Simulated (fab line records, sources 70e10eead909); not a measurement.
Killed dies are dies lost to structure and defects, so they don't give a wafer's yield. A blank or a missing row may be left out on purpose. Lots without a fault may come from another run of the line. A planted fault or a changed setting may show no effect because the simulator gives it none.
A struck lot beside a sound one | flow nand_harc | 15 steps out of a route of 1159
Sound: wafers L645.4, L645.5, L645.6. Struck: wafer L642.4. (L642.5 of the same lot was not struck and is left out.) The cause comes at the end.
At each step with rows: each side's tool, then ch and its chambers, then its first start. Under that, the readings that differ: sound wafers | struck wafers | difference of the means | sigmas: that difference in standard deviations of wafers without a fault.
alike: readings whose means differ by less than 2 such deviations, and words and numbers that are the same on both sides. not compared: withheld readings, readings that some wafer has no value for, bounds like >300 that may hide the same value, and numbers for which the record gives no deviation and whose values overlap.
The two part at a step that has a row with sigmas, a row that says differs or no value, or rows on one side only. Numbers that don't overlap but have no deviation are shown without sigmas and don't part them. A reading that every wafer of one side lacks parts them only if that side has two wafers or more.

first, 1 step without rows for these wafers: NHARC_A_ONON_D1_DEP_12 (target thk 1000 nm).
NHARC_A_ONON_D1_THK_MEAS_14: measures by ellipsometry.
  sound on film_metro-01, day 11 23:53; struck on film_metro-02, day 11 13:29
  alike: thk_nm
then, 2 steps without rows for these wafers: NHARC_A_ONON_D1_ANNEAL_15 (time 3600 s); NHARC_A_ONON_D1_DEP_16 (target thk 1000 nm).
NHARC_A_ONON_D1_THK_MEAS_18: measures by ellipsometry.
  sound on film_metro-01, day 12 07:59; struck on film_metro-01, day 11 20:38
  alike: thk_nm
then, 1 step without rows for these wafers: NHARC_A_ONON_D1_DEP_19 (target thk 1000 nm).
NHARC_A_ONON_D1_THK_MEAS_21: measures by ellipsometry.
  sound on film_metro-01, day 12 08:33; struck on film_metro-01, day 11 21:12
  alike: thk_nm
then, 1 step without rows for these wafers: NHARC_A_ONON_D1_DEP_22 (target thk 1000 nm).
NHARC_A_ONON_D1_THK_MEAS_24: measures by ellipsometry.
  sound on film_metro-01, day 12 09:08; struck on film_metro-02, day 11 21:46
  alike: thk_nm
then, 1 step without rows for these wafers: NHARC_A_ONON_D1_DEP_25 (target thk 1000 nm).
NHARC_A_ONON_D1_THK_MEAS_27: measures by ellipsometry.
  sound on film_metro-01, day 12 09:44; struck on film_metro-01, day 11 22:19
  reading     | sound          | struck | difference | sigmas
  thk_nm (nm) | 1009 1010 1009 | 986    | -23        | -3
NHARC_A_ONON_D1_DEP_28: target thk 1000 nm.
  sound on pecvd_onon-02 ch 0, day 12 09:58; struck on pecvd_onon-01 ch 0, day 11 22:38
NHARC_A_ONON_D1_THK_MEAS_30: measures by ellipsometry.
  sound on film_metro-01, day 12 10:18; struck on film_metro-02, day 11 22:58
  reading     | sound          | struck | difference | sigmas
  thk_nm (nm) | 1014 1013 1012 | 1380   | +367       | +31
NHARC_A_ONON_D1_DEP_33: deposits SiO2, target thk 200 nm.
  sound on pecvd-01 ch 0,1,2, day 12 10:29; struck on pecvd-02 ch 0, day 11 23:12
  alike: heater_power_w, throttle_valve_pct
  not compared: since_wet_clean_h
NHARC_END_SORT_01:
  the record has rows for the sound wafers here (prober-02 ch 0, day 24 09:58) and none for the struck ones

WHERE THEY PART
First at NHARC_A_ONON_D1_THK_MEAS_27; last, within this record, at NHARC_END_SORT_01.

WHY: what the simulator had put in
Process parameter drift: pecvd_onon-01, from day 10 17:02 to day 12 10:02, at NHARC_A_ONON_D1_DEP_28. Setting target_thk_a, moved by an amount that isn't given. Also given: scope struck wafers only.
